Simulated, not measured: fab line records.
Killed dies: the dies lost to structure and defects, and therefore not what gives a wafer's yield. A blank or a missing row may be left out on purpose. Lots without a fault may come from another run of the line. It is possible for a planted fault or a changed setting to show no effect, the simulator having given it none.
Chamber matching	flow n5-finfet	N5_HKMG_FIN_NWFM_ALD_20 on ald-metal-04: 4 sister chambers
The step deposits TiAlC, target thk 2 nm, pulse time 3 s, purge time 2 s. 8 wafers are shown with their chamber, then 11 later ones without.

## EACH WAFER AND ITS CHAMBER
wafer	chamber	heater-power-w (W)	precursor-pulse-height-rel
L076.5	3	495	0.996
L080.4	3	507	0.993
L083.1	2	495	0.995
L083.2	1	431	0.963
L086.1	1	436	0.979
L086.2	2	482	0.981
L086.4	0	480	1.003
L088.1	0	485	1.038

## WAFERS WHOSE CHAMBER IS MISSING
wafer	heater-power-w (W)	precursor-pulse-height-rel
L088.2	499	0.999
L088.4	428	0.985
L095.1	494	1.010
L095.5	424	0.984
L095.6	491	0.992
L096.3	430	0.967
L096.5	487	1.011
L096.6	488	0.983
L097.1	497	1.002
L097.3	410	1.023
L097.5	490	0.984

## CHAMBER TAKEN BY EACH
wafer	from the rows above	in truth
L088.2	can't be placed: 3 or 2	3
L088.4	1	1
L095.1	can't be placed: 3 or 2 or 0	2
L095.5	1	1
L095.6	can't be placed: 2 or 3 or 0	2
L096.3	1	1
L096.5	can't be placed: 0 or 2 or 3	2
L096.6	can't be placed: 2 or 3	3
L097.1	can't be placed: 3 or 2 or 0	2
L097.3	1	1
L097.5	can't be placed: 2 or 3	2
Placed correctly: 4 of 11. From these rows, 7 cannot be placed; in 7 the true chamber is one of the candidates. Number placed wrongly: 0.
How it was worked out, from the rows above alone: a wafer's distance from a chamber is the root of the sum, over the readings, of the square of ((its reading less the chamber's mean) divided by the reading's scatter). If the next closest chamber is less than 2 further off than the closest, the wafer can't be placed; otherwise it belongs to the closest. A chamber's mean is the mean of its shown wafers. The scatter: take each reading less its chamber's mean, square it, sum over the shown wafers, divide by the number of wafers less the number of chambers, and take the root.
